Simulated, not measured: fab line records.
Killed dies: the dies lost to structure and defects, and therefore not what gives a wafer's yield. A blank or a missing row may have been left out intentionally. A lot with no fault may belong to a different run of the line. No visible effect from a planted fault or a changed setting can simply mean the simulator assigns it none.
Matching of chambers || flow n5Finfet || N5_BEOL_M10_CURE_72 on uvCure-01 has 3 sister chambers
The step cures SiCOH lowk, time 120 s. 36 wafers are shown with their chamber, then 12 later ones without.

== WAFERS PAIRED WITH THEIR CHAMBERS ==
{"wafer": "L074.2", "chamber": 1, "wafer_temp_C_max": 371.9, "lampPowerPct (%)": 52.26}
{"wafer": "L074.5", "chamber": 1, "wafer_temp_C_max": 371.6, "lampPowerPct (%)": 52.33}
{"wafer": "L074.6", "chamber": 1, "wafer_temp_C_max": 371.4, "lampPowerPct (%)": 52.27}
{"wafer": "L075.2", "chamber": 2, "wafer_temp_C_max": 371.3, "lampPowerPct (%)": 52.32}
{"wafer": "L075.3", "chamber": 2, "wafer_temp_C_max": 371.5, "lampPowerPct (%)": 52.33}
{"wafer": "L075.4", "chamber": 2, "wafer_temp_C_max": 370.9, "lampPowerPct (%)": 52.35}
{"wafer": "L077.1", "chamber": 0, "wafer_temp_C_max": 371.4, "lampPowerPct (%)": 52.28}
{"wafer": "L077.2", "chamber": 0, "wafer_temp_C_max": 372.0, "lampPowerPct (%)": 52.30}
{"wafer": "L077.5", "chamber": 0, "wafer_temp_C_max": 371.1, "lampPowerPct (%)": 52.21}
{"wafer": "L078.1", "chamber": 2, "wafer_temp_C_max": 371.6, "lampPowerPct (%)": 52.25}
{"wafer": "L078.3", "chamber": 2, "wafer_temp_C_max": 371.8, "lampPowerPct (%)": 52.34}
{"wafer": "L078.5", "chamber": 2, "wafer_temp_C_max": 372.0, "lampPowerPct (%)": 52.41}
{"wafer": "L079.3", "chamber": 1, "wafer_temp_C_max": 370.9, "lampPowerPct (%)": 52.41}
{"wafer": "L079.5", "chamber": 1, "wafer_temp_C_max": 371.6, "lampPowerPct (%)": 52.26}
{"wafer": "L079.6", "chamber": 1, "wafer_temp_C_max": 371.1, "lampPowerPct (%)": 52.23}
{"wafer": "L081.1", "chamber": 1, "wafer_temp_C_max": 372.2, "lampPowerPct (%)": 52.29}
{"wafer": "L081.3", "chamber": 1, "wafer_temp_C_max": 371.1, "lampPowerPct (%)": 52.42}
{"wafer": "L081.6", "chamber": 1, "wafer_temp_C_max": 371.5, "lampPowerPct (%)": 52.33}
{"wafer": "L080.3", "chamber": 2, "wafer_temp_C_max": 372.0, "lampPowerPct (%)": 52.33}
{"wafer": "L080.5", "chamber": 2, "wafer_temp_C_max": 371.5, "lampPowerPct (%)": 52.27}
{"wafer": "L080.6", "chamber": 2, "wafer_temp_C_max": 371.6, "lampPowerPct (%)": 52.31}
{"wafer": "L083.1", "chamber": 2, "wafer_temp_C_max": 371.6, "lampPowerPct (%)": 52.33}
{"wafer": "L083.4", "chamber": 2, "wafer_temp_C_max": 371.5, "lampPowerPct (%)": 52.29}
{"wafer": "L083.6", "chamber": 2, "wafer_temp_C_max": 371.0, "lampPowerPct (%)": 52.37}
{"wafer": "L086.1", "chamber": 1, "wafer_temp_C_max": 371.7, "lampPowerPct (%)": 52.26}
{"wafer": "L086.4", "chamber": 1, "wafer_temp_C_max": 371.5, "lampPowerPct (%)": 52.27}
{"wafer": "L086.6", "chamber": 1, "wafer_temp_C_max": 371.8, "lampPowerPct (%)": 52.24}
{"wafer": "L088.2", "chamber": 1, "wafer_temp_C_max": 372.0, "lampPowerPct (%)": 52.28}
{"wafer": "L088.4", "chamber": 1, "wafer_temp_C_max": 371.6, "lampPowerPct (%)": 52.27}
{"wafer": "L088.5", "chamber": 1, "wafer_temp_C_max": 371.7, "lampPowerPct (%)": 52.32}
{"wafer": "L089.2", "chamber": 0, "wafer_temp_C_max": 370.9, "lampPowerPct (%)": 52.30}
{"wafer": "L089.4", "chamber": 0, "wafer_temp_C_max": 371.3, "lampPowerPct (%)": 52.42}
{"wafer": "L089.5", "chamber": 0, "wafer_temp_C_max": 371.1, "lampPowerPct (%)": 52.29}
{"wafer": "L090.1", "chamber": 2, "wafer_temp_C_max": 371.9, "lampPowerPct (%)": 52.35}
{"wafer": "L090.4", "chamber": 2, "wafer_temp_C_max": 371.2, "lampPowerPct (%)": 52.36}
{"wafer": "L090.5", "chamber": 2, "wafer_temp_C_max": 371.7, "lampPowerPct (%)": 52.28}

SIGNATURES (averages over the wafers above)
{"reading": "wafer_temp_C_max", "chamber 0": 371.300, "chamber 1": 371.573, "chamber 2": 371.540, "scatter within a chamber": 0.348}
{"reading": "lampPowerPct", "chamber 0": 52.3000, "chamber 1": 52.2960, "chamber 2": 52.3260, "scatter within a chamber": 0.0528}
Rule: for each reading, subtract the chamber's mean from the wafer's reading, divide by that reading's scatter and square the result; add these up over the readings and take the root, which gives the wafer's distance from the chamber. The wafer belongs to the nearest chamber; if the next one is less than 2 further off, it can't be placed. How the scatter is found: for the shown wafers, subtract from each reading the mean of its chamber, square and add these, divide the total by (wafers less chambers), then take the root.

== WAFERS MISSING THEIR CHAMBER ==
{"wafer": "L092.1", "wafer_temp_C_max": 371.7, "lampPowerPct (%)": 52.25}
{"wafer": "L092.2", "wafer_temp_C_max": 371.6, "lampPowerPct (%)": 52.35}
{"wafer": "L092.5", "wafer_temp_C_max": 371.7, "lampPowerPct (%)": 52.38}
{"wafer": "L091.1", "wafer_temp_C_max": 371.4, "lampPowerPct (%)": 52.37}
{"wafer": "L091.4", "wafer_temp_C_max": 370.7, "lampPowerPct (%)": 52.25}
{"wafer": "L091.6", "wafer_temp_C_max": 371.3, "lampPowerPct (%)": 52.27}
{"wafer": "L095.1", "wafer_temp_C_max": 371.3, "lampPowerPct (%)": 52.36}
{"wafer": "L095.2", "wafer_temp_C_max": 372.2, "lampPowerPct (%)": 52.18}
{"wafer": "L095.4", "wafer_temp_C_max": 371.9, "lampPowerPct (%)": 52.32}
{"wafer": "L097.4", "wafer_temp_C_max": 371.0, "lampPowerPct (%)": 52.32}
{"wafer": "L097.5", "wafer_temp_C_max": 370.8, "lampPowerPct (%)": 52.30}
{"wafer": "L097.6", "wafer_temp_C_max": 371.0, "lampPowerPct (%)": 52.30}

== CHAMBER TAKEN BY EACH ==
{"wafer": "L092.1", "from the rows above": "can't be placed: 1 or 0 or 2", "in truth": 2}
{"wafer": "L092.2", "from the rows above": "can't be placed: 2 or 1 or 0", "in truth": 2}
{"wafer": "L092.5", "from the rows above": "can't be placed: 2 or 1 or 0", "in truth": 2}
{"wafer": "L091.1", "from the rows above": "can't be placed: 2 or 0 or 1", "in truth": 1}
{"wafer": "L091.4", "from the rows above": "can't be placed: 0 or 1 or 2", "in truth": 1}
{"wafer": "L091.6", "from the rows above": "can't be placed: 0 or 1 or 2", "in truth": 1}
{"wafer": "L095.1", "from the rows above": "can't be placed: 2 or 0 or 1", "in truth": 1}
{"wafer": "L095.2", "from the rows above": "can't be placed: 1 or 2 or 0", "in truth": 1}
{"wafer": "L095.4", "from the rows above": "can't be placed: 2 or 1 or 0", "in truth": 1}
{"wafer": "L097.4", "from the rows above": "can't be placed: 0 or 2 or 1", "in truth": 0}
{"wafer": "L097.5", "from the rows above": "can't be placed: 0 or 2 or 1", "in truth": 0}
{"wafer": "L097.6", "from the rows above": "can't be placed: 0 or 2 or 1", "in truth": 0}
Placed correctly: 0 of 12. Not placeable from these rows: 12 (in 12, the candidates include the true chamber). Number placed wrongly: 0.
